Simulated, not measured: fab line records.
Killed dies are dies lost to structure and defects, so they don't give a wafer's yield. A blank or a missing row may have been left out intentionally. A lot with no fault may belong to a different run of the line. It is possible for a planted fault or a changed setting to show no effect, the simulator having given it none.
Split-lot experiment || flow n5-finfet || on a route of 1938 steps: 7 lots, 21 wafers read

ABOUT THE SPLIT
At N5_BEOL_M0_SAQP_COAT_105 (time 60 s, resist thk 100 nm), the setting spin-rpm was moved away from the recipe's 1500 rpm on 7 of the 21 wafers read, by -7.9% to +6.9%. All remaining wafers had this setting at the recipe value.

The reading comes from the split's own step.

THE READING
SOC_of_BEOL_M0_SAQP_COAT_105.thk-nm (the simulator's own value, which no gauge read), in nm, at N5_BEOL_M0_SAQP_COAT_105 (time 60 s, resist thk 100 nm). The file does not state a usual value for it. Across the 14 wafers here that went through the recipe, the average is 99.9 nm and the standard deviation 0.26 nm.

{"wafer": "L074.2", "tool, chamber at the split": "litho-track-05, 0", "spin-rpm as run, rpm": 1556, "against the recipe": "+3.7%", "SOC_of_BEOL_M0_SAQP_COAT_105.thk-nm, nm": 98.2, "against lot-mates on the recipe": -1.6}
{"wafer": "L074.4", "tool, chamber at the split": "litho-track-05, 0", "spin-rpm as run, rpm": 1500, "against the recipe": "recipe", "SOC_of_BEOL_M0_SAQP_COAT_105.thk-nm, nm": 99.8, "against lot-mates on the recipe": "-"}
{"wafer": "L074.6", "tool, chamber at the split": "litho-track-05, 0", "spin-rpm as run, rpm": 1556, "against the recipe": "+3.7%", "SOC_of_BEOL_M0_SAQP_COAT_105.thk-nm, nm": 98.4, "against lot-mates on the recipe": -1.4}
{"wafer": "L084.3", "tool, chamber at the split": "litho-track-05, 0", "spin-rpm as run, rpm": 1603, "against the recipe": "+6.9%", "SOC_of_BEOL_M0_SAQP_COAT_105.thk-nm, nm": 97, "against lot-mates on the recipe": -3.4}
{"wafer": "L084.5", "tool, chamber at the split": "litho-track-05, 0", "spin-rpm as run, rpm": 1603, "against the recipe": "+6.9%", "SOC_of_BEOL_M0_SAQP_COAT_105.thk-nm, nm": 97, "against lot-mates on the recipe": -3.4}
{"wafer": "L084.4", "tool, chamber at the split": "litho-track-05, 0", "spin-rpm as run, rpm": 1500, "against the recipe": "recipe", "SOC_of_BEOL_M0_SAQP_COAT_105.thk-nm, nm": 100.4, "against lot-mates on the recipe": "-"}
{"wafer": "L085.1", "tool, chamber at the split": "litho-track-01, 0", "spin-rpm as run, rpm": 1409, "against the recipe": "-6.1%", "SOC_of_BEOL_M0_SAQP_COAT_105.thk-nm, nm": 103.2, "against lot-mates on the recipe": "+3.3"}
{"wafer": "L085.3", "tool, chamber at the split": "litho-track-01, 0", "spin-rpm as run, rpm": 1500, "against the recipe": "recipe", "SOC_of_BEOL_M0_SAQP_COAT_105.thk-nm, nm": 99.8, "against lot-mates on the recipe": "-"}
{"wafer": "L085.4", "tool, chamber at the split": "litho-track-01, 0", "spin-rpm as run, rpm": 1500, "against the recipe": "recipe", "SOC_of_BEOL_M0_SAQP_COAT_105.thk-nm, nm": 100, "against lot-mates on the recipe": "-"}
{"wafer": "L086.2", "tool, chamber at the split": "litho-track-01, 0", "spin-rpm as run, rpm": 1500, "against the recipe": "recipe", "SOC_of_BEOL_M0_SAQP_COAT_105.thk-nm, nm": 100, "against lot-mates on the recipe": "-"}
{"wafer": "L086.5", "tool, chamber at the split": "litho-track-01, 0", "spin-rpm as run, rpm": 1500, "against the recipe": "recipe", "SOC_of_BEOL_M0_SAQP_COAT_105.thk-nm, nm": 100, "against lot-mates on the recipe": "-"}
{"wafer": "L086.6", "tool, chamber at the split": "litho-track-01, 0", "spin-rpm as run, rpm": 1500, "against the recipe": "recipe", "SOC_of_BEOL_M0_SAQP_COAT_105.thk-nm, nm": 100, "against lot-mates on the recipe": "-"}
{"wafer": "L089.2", "tool, chamber at the split": "litho-track-01, 0", "spin-rpm as run, rpm": 1500, "against the recipe": "recipe", "SOC_of_BEOL_M0_SAQP_COAT_105.thk-nm, nm": 99.6, "against lot-mates on the recipe": "-"}
{"wafer": "L089.5", "tool, chamber at the split": "litho-track-01, 0", "spin-rpm as run, rpm": 1500, "against the recipe": "recipe", "SOC_of_BEOL_M0_SAQP_COAT_105.thk-nm, nm": 100, "against lot-mates on the recipe": "-"}
{"wafer": "L089.6", "tool, chamber at the split": "litho-track-01, 0", "spin-rpm as run, rpm": 1382, "against the recipe": "-7.9%", "SOC_of_BEOL_M0_SAQP_COAT_105.thk-nm, nm": 104.2, "against lot-mates on the recipe": "+4.4"}
{"wafer": "L090.1", "tool, chamber at the split": "litho-track-04, 0", "spin-rpm as run, rpm": 1500, "against the recipe": "recipe", "SOC_of_BEOL_M0_SAQP_COAT_105.thk-nm, nm": 100.2, "against lot-mates on the recipe": "-"}
{"wafer": "L090.6", "tool, chamber at the split": "litho-track-04, 0", "spin-rpm as run, rpm": 1500, "against the recipe": "recipe", "SOC_of_BEOL_M0_SAQP_COAT_105.thk-nm, nm": 100.2, "against lot-mates on the recipe": "-"}
{"wafer": "L090.2", "tool, chamber at the split": "litho-track-04, 0", "spin-rpm as run, rpm": 1393, "against the recipe": "-7.1%", "SOC_of_BEOL_M0_SAQP_COAT_105.thk-nm, nm": 104, "against lot-mates on the recipe": "+3.8"}
{"wafer": "L093.1", "tool, chamber at the split": "litho-track-05, 0", "spin-rpm as run, rpm": 1500, "against the recipe": "recipe", "SOC_of_BEOL_M0_SAQP_COAT_105.thk-nm, nm": 99.8, "against lot-mates on the recipe": "-"}
{"wafer": "L093.2", "tool, chamber at the split": "litho-track-05, 0", "spin-rpm as run, rpm": 1500, "against the recipe": "recipe", "SOC_of_BEOL_M0_SAQP_COAT_105.thk-nm, nm": 99.6, "against lot-mates on the recipe": "-"}
{"wafer": "L093.5", "tool, chamber at the split": "litho-track-05, 0", "spin-rpm as run, rpm": 1500, "against the recipe": "recipe", "SOC_of_BEOL_M0_SAQP_COAT_105.thk-nm, nm": 99.4, "against lot-mates on the recipe": "-"}

THE FIT
A straight line over all 21 wafers: SOC_of_BEOL_M0_SAQP_COAT_105.thk-nm changes by -0.496 nm for each +1% of spin-rpm; r = -0.99; the points scatter about the line by 0.3 nm.
The same after taking each lot's own level away (the mean of its wafers on the recipe; 21 wafers): -0.514 nm for each +1%; r = -1.00; scatter 0.18 nm.
On that fit, the largest move of spin-rpm shifts the reading by 4 nm.
Measured against the standard deviation above, the lots' own levels, which go from 99.60 to 100.40 nm, span 3.1 times it.
So the lot-to-lot level changes the slope little: the two slopes agree.
Check: for one of the wafers moved furthest among these (-7.9%), held out of the fit, the line's prediction against its lot-mates is +4.02 nm. It came out at +4.4 nm against them.

OTHER SPLITS APPLIED TO THESE WAFERS
Other splits were also applied to these wafers ahead of the reading. Each is held against what the fit with the lots' levels taken away leaves over:
{"other split on the same wafers": "N5_HKMG_FIN_ETCH_32 source-w", "wafers away from the commonest value": 7, "r with SOC_of_BEOL_M0_SAQP_COAT_105.thk-nm (lot level and that fit taken away)": -0.33}
{"other split on the same wafers": "N5_GATE_CUT_COAT_27 spin-rpm", "wafers away from the commonest value": 5, "r with SOC_of_BEOL_M0_SAQP_COAT_105.thk-nm (lot level and that fit taken away)": -0.15}
{"other split on the same wafers": "N5_MOL_CONTACT_COAG_ETCHBACK_135 time-s", "wafers away from the commonest value": 7, "r with SOC_of_BEOL_M0_SAQP_COAT_105.thk-nm (lot level and that fit taken away)": -0.06}
{"other split on the same wafers": "N5_MOL_CONTACT_COAG_VIA_ETCH_46 bias-w", "wafers away from the commonest value": 3, "r with SOC_of_BEOL_M0_SAQP_COAT_105.thk-nm (lot level and that fit taken away)": -0.34}
{"other split on the same wafers": "N5_BEOL_M0_SAQP_SPACER1_ALD_98 ald-cycles", "wafers away from the commonest value": 6, "r with SOC_of_BEOL_M0_SAQP_COAT_105.thk-nm (lot level and that fit taken away)": -0.08}

THE FILE'S OWN FIT
SOC_of_BEOL_M0_SAQP_COAT_105.thk-nm changes by -0.525 nm for each +1% of spin-rpm, r = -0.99.
